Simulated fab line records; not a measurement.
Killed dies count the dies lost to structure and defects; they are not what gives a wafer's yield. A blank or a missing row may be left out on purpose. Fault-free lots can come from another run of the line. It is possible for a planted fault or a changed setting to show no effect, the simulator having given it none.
Chamber matching || flow n5 finfet || 4 sister chambers for N5_FIN_SAQP_STRIP_70 on rie diel-06
The step strips in N2/H2. 8 wafers are shown with their chamber, then 9 later ones without.

WAFERS PAIRED WITH THEIR CHAMBERS
{"wafer": "L077.6", "chamber": 3, "throttle valve pct (%)": 19.2, "drypump motor current A (A)": 6.0}
{"wafer": "L087.1", "chamber": 3, "throttle valve pct (%)": 19.2, "drypump motor current A (A)": 6.0}
{"wafer": "L087.2", "chamber": 0, "throttle valve pct (%)": 18.3, "drypump motor current A (A)": 5.8}
{"wafer": "L087.3", "chamber": 1, "throttle valve pct (%)": 18.9, "drypump motor current A (A)": 5.7}
{"wafer": "L087.5", "chamber": 1, "throttle valve pct (%)": 18.9, "drypump motor current A (A)": 5.7}
{"wafer": "L089.1", "chamber": 0, "throttle valve pct (%)": 18.4, "drypump motor current A (A)": 5.7}
{"wafer": "L089.3", "chamber": 2, "throttle valve pct (%)": 19.2, "drypump motor current A (A)": 4.9}
{"wafer": "L089.5", "chamber": 2, "throttle valve pct (%)": 19.2, "drypump motor current A (A)": 4.9}

WAFERS WHOSE CHAMBER IS MISSING
{"wafer": "L091.1", "throttle valve pct (%)": 18.4, "drypump motor current A (A)": 5.8}
{"wafer": "L091.4", "throttle valve pct (%)": 18.4, "drypump motor current A (A)": 5.8}
{"wafer": "L091.5", "throttle valve pct (%)": 19.0, "drypump motor current A (A)": 5.8}
{"wafer": "L092.2", "throttle valve pct (%)": 19.0, "drypump motor current A (A)": 5.8}
{"wafer": "L092.4", "throttle valve pct (%)": 18.9, "drypump motor current A (A)": 5.8}
{"wafer": "L092.6", "throttle valve pct (%)": 19.3, "drypump motor current A (A)": 6.0}
{"wafer": "L093.2", "throttle valve pct (%)": 19.3, "drypump motor current A (A)": 6.0}
{"wafer": "L093.3", "throttle valve pct (%)": 18.4, "drypump motor current A (A)": 5.8}
{"wafer": "L093.6", "throttle valve pct (%)": 19.3, "drypump motor current A (A)": 6.0}

WHICH CHAMBER EACH WENT THROUGH
{"wafer": "L091.1", "from the rows above": 0, "in truth": 0}
{"wafer": "L091.4", "from the rows above": 0, "in truth": 0}
{"wafer": "L091.5", "from the rows above": 1, "in truth": 1}
{"wafer": "L092.2", "from the rows above": 1, "in truth": 1}
{"wafer": "L092.4", "from the rows above": 1, "in truth": 1}
{"wafer": "L092.6", "from the rows above": 3, "in truth": 3}
{"wafer": "L093.2", "from the rows above": 3, "in truth": 3}
{"wafer": "L093.3", "from the rows above": 0, "in truth": 0}
{"wafer": "L093.6", "from the rows above": 3, "in truth": 3}
Correctly placed: 9 of 9. Not placeable from these rows: 0. Wrongly placed: 0.
How it was worked out, from the rows above alone: a wafer's distance from a chamber is the root of the sum, over the readings, of the square of ((its reading less the chamber's mean) divided by the reading's scatter). The wafer belongs to the nearest chamber; if the next one is less than 2 further off, it can't be placed. The mean given for a chamber averages the wafers shown for that chamber. How the scatter is found: for the shown wafers, subtract from each reading the mean of its chamber, square and add these, divide the total by (wafers less chambers), then take the root.
